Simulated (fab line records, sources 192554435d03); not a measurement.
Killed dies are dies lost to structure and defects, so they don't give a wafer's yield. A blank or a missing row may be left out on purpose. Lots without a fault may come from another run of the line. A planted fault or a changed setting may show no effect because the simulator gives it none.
One fault seen from 3 desks | flow n5_finfet | each desk has only its own numbers; what lay behind them comes last

THE METROLOGY DESK
What the gauges read, lot by lot, whatever tool the lot ran on: means of the sampled wafers that have a number. A lot is out of limits, marked OUT, if its mean lies more than 4 standard deviations from the usual mean; the brackets give that distance. Of its 12 readings 7 are shown: those that lie furthest out on some lot.
Columns: A = cd_nm at N5_HKMG_FIN_CD_MEAS_12, usual 92.7 nm; B = DIBL_N at N5_BEOL_M4_RC_MEAS_101, usual 36.4 mV/V; C = DIBL_P at N5_BEOL_M4_RC_MEAS_101, usual 36.3 mV/V; D = IOFF_P at N5_BEOL_M4_RC_MEAS_101, usual 0.21 nA/um; E = ION_P at N5_BEOL_M4_RC_MEAS_101, usual 461 uA/um; F = VT_N at N5_BEOL_M4_RC_MEAS_101, usual 249.4 mV; G = VT_P at N5_BEOL_M4_RC_MEAS_101, usual -250 mV
lot  | first seen here | A    | B    | C    | D    | E   | F     | G
L141 | day 4 19:22     | 92.4 | 36.7 | 37.3 | 0.20 | 457 | 247.0 | -252
L150 | day 7 04:02     | 93.6 | 37.2 | 37.9 | 0.24 | 464 | 246.2 | -248
L151 | day 7 10:06     | 92.3 | 37.0 | 37.2 | 0.24 | 472 | 247.9 | -246
L152 | day 7 13:55     | 92.3 | 36.2 | 37.1 | 0.24 | 466 | 248.2 | -248
L155 | day 8 08:31     | 92.8 | 35.7 | 36.3 | 0.20 | 464 | 247.7 | -249
L158 | day 9 02:42     | 93.1 | 38.6 | 38.3 | 0.26 | 467 | 248.4 | -246
L160 | day 9 20:13     | 93.2 | 36.1 | 32.5 | 0.17 | 452 | 250.6 | -255
This desk's finding: nothing out of limits on any of the 7 lots.

THE TOOL OWNER'S DESK: rie_diel-03
The tool's own readings at N5_HKMG_FIN_ETCH_32 (etches SOC in N2/H2, target depth 240 nm, time 300 s): means of the sampled wafers that have a number, for each lot that ran on this tool. A lot is out of limits, marked OUT, if its mean lies more than 4 standard deviations from the usual mean; the brackets give that distance.
Columns: A = drypump_motor_current_A at N5_HKMG_FIN_ETCH_32, usual 5.5 A; B = h2_flow_sccm at N5_HKMG_FIN_ETCH_32, usual 200.0 sccm; C = n2_flow_sccm at N5_HKMG_FIN_ETCH_32, usual 199.9 sccm; D = oes_product_au at N5_HKMG_FIN_ETCH_32, usual 0.80 a.u.; E = rf_vpp_V at N5_HKMG_FIN_ETCH_32, usual 524.3 V; F = showerhead_plenum_p_Torr at N5_HKMG_FIN_ETCH_32, usual 2.56 Torr; G = throttle_valve_pct at N5_HKMG_FIN_ETCH_32, usual 17.8 %
lot  | first seen here | A   | B     | C     | D    | E     | F    | G
L141 | day 4 19:32     | 5.6 | 199.9 | 200.2 | 0.78 | 525.4 | 2.62 | 17.9
L150 | day 7 04:18     | 5.0 | 198.9 | 200.2 | 0.82 | 523.0 | 2.49 | 17.8
L151 | day 7 10:17     | 5.3 | 200.8 | 200.7 | 0.83 | 525.4 | 2.60 | 17.6
L152 | day 7 14:05     | 5.4 | 199.6 | 199.9 | 0.84 | 526.0 | 2.60 | 17.6
This desk's finding: nothing out of limits on any of the 4 lots.

THE DEFECT DESK
What the inspections along the route counted, lot by lot: means of the sampled wafers that have a number. A lot is out of limits, marked OUT, if its mean lies more than 4 standard deviations from the usual mean; the brackets give that distance.
Columns: A = raw_defect_count at N5_HKMG_FIN_INSPECT_14, usual 2.3
lot  | first seen here | A
L141 | day 4 19:25     | 2.3
L150 | day 7 04:06     | 1.0
L151 | day 7 10:09     | 1.5
L152 | day 7 13:58     | 2.0
L155 | day 8 08:34     | 3.0
L158 | day 9 02:46     | 2.3
L160 | day 9 20:16     | 4.3
This desk's finding: nothing out of limits on any of the 7 lots.

PUT TOGETHER
The metrology desk saw nothing out of limits.
The tool owner's desk saw nothing out of limits.
The defect desk saw nothing out of limits.

WHAT THE SIMULATOR HAD PUT IN
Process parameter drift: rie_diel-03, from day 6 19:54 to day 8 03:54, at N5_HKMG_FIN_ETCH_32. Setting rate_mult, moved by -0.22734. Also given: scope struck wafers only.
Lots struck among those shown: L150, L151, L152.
